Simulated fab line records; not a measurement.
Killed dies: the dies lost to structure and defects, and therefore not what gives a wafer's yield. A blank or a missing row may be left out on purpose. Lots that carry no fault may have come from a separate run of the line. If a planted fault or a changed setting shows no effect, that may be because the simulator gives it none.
Chamber matching | flow nand-harc | NHARC_A_WL_FILL_ALD_19 on ald-metal-04: 4 sister chambers
The step deposits TiN, target thk 2 nm, pulse time 3 s, ald cycles 100. 8 wafers are shown with their chamber, then 12 later ones without.

== WAFERS WITH THEIR CHAMBER ==
wafer  | chamber | heater-power-w (W) | precursor-pulse-height-rel
L088.2 | 0       | 974                | 1.007
L090.3 | 2       | 1036               | 0.945
L090.5 | 2       | 1016               | 1.009
L090.1 | 0       | 1004               | 1.023
L090.4 | 3       | 1233               | 0.964
L089.2 | 1       | 1018               | 0.993
L089.4 | 3       | 1214               | 0.974
L089.5 | 1       | 1000               | 0.987

== WAFERS MISSING THEIR CHAMBER ==
wafer  | heater-power-w (W) | precursor-pulse-height-rel
L093.1 | 1042               | 0.978
L093.4 | 1199               | 0.988
L093.5 | 1232               | 0.980
L091.1 | 1011               | 1.004
L091.2 | 1022               | 0.999
L091.3 | 999                | 1.005
L095.2 | 1064               | 0.988
L095.5 | 1023               | 1.021
L095.6 | 1000               | 1.001
L094.2 | 1201               | 0.990
L094.4 | 997                | 0.992
L094.6 | 1227               | 1.009

== WHICH CHAMBER EACH ONE RAN IN ==
wafer  | from the rows above          | in truth
L093.1 | can't be placed: 2 or 1      | 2
L093.4 | 3                            | 3
L093.5 | 3                            | 3
L091.1 | can't be placed: 1 or 0 or 2 | 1
L091.2 | can't be placed: 1 or 2 or 0 | 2
L091.3 | can't be placed: 0 or 1 or 2 | 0
L095.2 | can't be placed: 2 or 1      | 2
L095.5 | can't be placed: 1 or 2 or 0 | 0
L095.6 | can't be placed: 1 or 0 or 2 | 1
L094.2 | 3                            | 3
L094.4 | can't be placed: 1 or 0 or 2 | 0
L094.6 | 3                            | 3
Placed correctly: 4 of 12. Unplaceable from these rows: 8, with the true chamber sitting among the candidates in 8. Wrongly placed: 0.
How it was worked out, from the rows above alone: a wafer's distance from a chamber is the root of the sum, over the readings, of the square of ((its reading less the chamber's mean) divided by the reading's scatter). The wafer belongs to the nearest chamber; if the next one is less than 2 further off, it can't be placed. For every chamber, the mean is computed from those of its wafers that are shown. The scatter: take each reading less its chamber's mean, square it, sum over the shown wafers, divide by the number of wafers less the number of chambers, and take the root.
